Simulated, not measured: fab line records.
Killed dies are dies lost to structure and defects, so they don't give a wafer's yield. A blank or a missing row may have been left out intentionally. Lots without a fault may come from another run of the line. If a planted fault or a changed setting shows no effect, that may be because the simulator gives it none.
Matching of chambers / flow n5 finfet / 4 sister chambers for N5_BEOL_M6_ETCH_62 on rie diel-01
The step etches SOC in N2/H2, target depth 110 nm, overetch 22 nm, time 165 s. 18 wafers are shown with their chamber, then 9 later ones without.

== WAFERS, EACH WITH ITS CHAMBER ==
wafer=L076.1; chamber=1; showerhead plenum p Torr (Torr)=2.70; drypump motor current A (A)=5.9; throttle valve pct (%)=17.30
wafer=L076.3; chamber=3; showerhead plenum p Torr (Torr)=2.55; drypump motor current A (A)=6.0; throttle valve pct (%)=17.75
wafer=L076.4; chamber=3; showerhead plenum p Torr (Torr)=2.55; drypump motor current A (A)=6.0; throttle valve pct (%)=17.75
wafer=L077.1; chamber=0; showerhead plenum p Torr (Torr)=2.60; drypump motor current A (A)=5.5; throttle valve pct (%)=17.58
wafer=L077.2; chamber=3; showerhead plenum p Torr (Torr)=2.55; drypump motor current A (A)=6.0; throttle valve pct (%)=17.77
wafer=L077.3; chamber=1; showerhead plenum p Torr (Torr)=2.70; drypump motor current A (A)=6.0; throttle valve pct (%)=17.30
wafer=L078.2; chamber=3; showerhead plenum p Torr (Torr)=2.55; drypump motor current A (A)=6.0; throttle valve pct (%)=17.76
wafer=L078.4; chamber=3; showerhead plenum p Torr (Torr)=2.55; drypump motor current A (A)=6.0; throttle valve pct (%)=17.75
wafer=L078.5; chamber=0; showerhead plenum p Torr (Torr)=2.60; drypump motor current A (A)=5.5; throttle valve pct (%)=17.58
wafer=L081.1; chamber=0; showerhead plenum p Torr (Torr)=2.59; drypump motor current A (A)=5.5; throttle valve pct (%)=17.60
wafer=L081.3; chamber=2; showerhead plenum p Torr (Torr)=2.60; drypump motor current A (A)=5.1; throttle valve pct (%)=17.74
wafer=L081.4; chamber=1; showerhead plenum p Torr (Torr)=2.69; drypump motor current A (A)=5.9; throttle valve pct (%)=17.33
wafer=L082.2; chamber=1; showerhead plenum p Torr (Torr)=2.69; drypump motor current A (A)=5.9; throttle valve pct (%)=17.33
wafer=L082.3; chamber=0; showerhead plenum p Torr (Torr)=2.59; drypump motor current A (A)=5.5; throttle valve pct (%)=17.64
wafer=L082.4; chamber=2; showerhead plenum p Torr (Torr)=2.60; drypump motor current A (A)=5.2; throttle valve pct (%)=17.75
wafer=L083.1; chamber=1; showerhead plenum p Torr (Torr)=2.69; drypump motor current A (A)=5.9; throttle valve pct (%)=17.34
wafer=L083.4; chamber=3; showerhead plenum p Torr (Torr)=2.54; drypump motor current A (A)=6.0; throttle valve pct (%)=17.80
wafer=L083.6; chamber=0; showerhead plenum p Torr (Torr)=2.59; drypump motor current A (A)=5.5; throttle valve pct (%)=17.62

SIGNATURES, as means of the wafers listed above
reading=showerhead plenum p Torr; chamber 0=2.5940; chamber 1=2.6940; chamber 2=2.6000; chamber 3=2.5483; scatter within a chamber=0.00481
reading=drypump motor current A; chamber 0=5.500; chamber 1=5.920; chamber 2=5.150; chamber 3=6.000; scatter within a chamber=0.0305
reading=throttle valve pct; chamber 0=17.6040; chamber 1=17.3200; chamber 2=17.7450; chamber 3=17.7633; scatter within a chamber=0.0209
Rule: for a wafer and a chamber, the distance is found by dividing, reading by reading, the gap between the wafer's reading and the chamber's mean by the reading's scatter, squaring, summing and taking the root. The wafer belongs to the nearest chamber; if the next one is less than 2 further off, it can't be placed. The scatter: the root of (the sum of the squares of (reading less its chamber's mean) over the shown wafers, divided by (wafers less chambers)).

== WAFERS MISSING THEIR CHAMBER ==
wafer=L084.3; showerhead plenum p Torr (Torr)=2.59; drypump motor current A (A)=5.4; throttle valve pct (%)=17.62
wafer=L084.5; showerhead plenum p Torr (Torr)=2.69; drypump motor current A (A)=5.9; throttle valve pct (%)=17.33
wafer=L084.6; showerhead plenum p Torr (Torr)=2.59; drypump motor current A (A)=5.5; throttle valve pct (%)=17.63
wafer=L090.2; showerhead plenum p Torr (Torr)=2.58; drypump motor current A (A)=5.5; throttle valve pct (%)=17.66
wafer=L090.3; showerhead plenum p Torr (Torr)=2.68; drypump motor current A (A)=5.9; throttle valve pct (%)=17.38
wafer=L090.4; showerhead plenum p Torr (Torr)=2.59; drypump motor current A (A)=5.2; throttle valve pct (%)=17.79
wafer=L094.2; showerhead plenum p Torr (Torr)=2.58; drypump motor current A (A)=5.5; throttle valve pct (%)=17.67
wafer=L094.4; showerhead plenum p Torr (Torr)=2.68; drypump motor current A (A)=5.9; throttle valve pct (%)=17.38
wafer=L094.5; showerhead plenum p Torr (Torr)=2.58; drypump motor current A (A)=5.2; throttle valve pct (%)=17.82

== THE CHAMBER EACH PASSED THROUGH ==
wafer=L084.3; from the rows above=0; in truth=0
wafer=L084.5; from the rows above=1; in truth=1
wafer=L084.6; from the rows above=0; in truth=0
wafer=L090.2; from the rows above=0; in truth=0
wafer=L090.3; from the rows above=1; in truth=1
wafer=L090.4; from the rows above=2; in truth=2
wafer=L094.2; from the rows above=0; in truth=0
wafer=L094.4; from the rows above=1; in truth=1
wafer=L094.5; from the rows above=2; in truth=2
9 of 9 placed correctly. Left unplaced by these rows: 0. Number placed wrongly: 0.
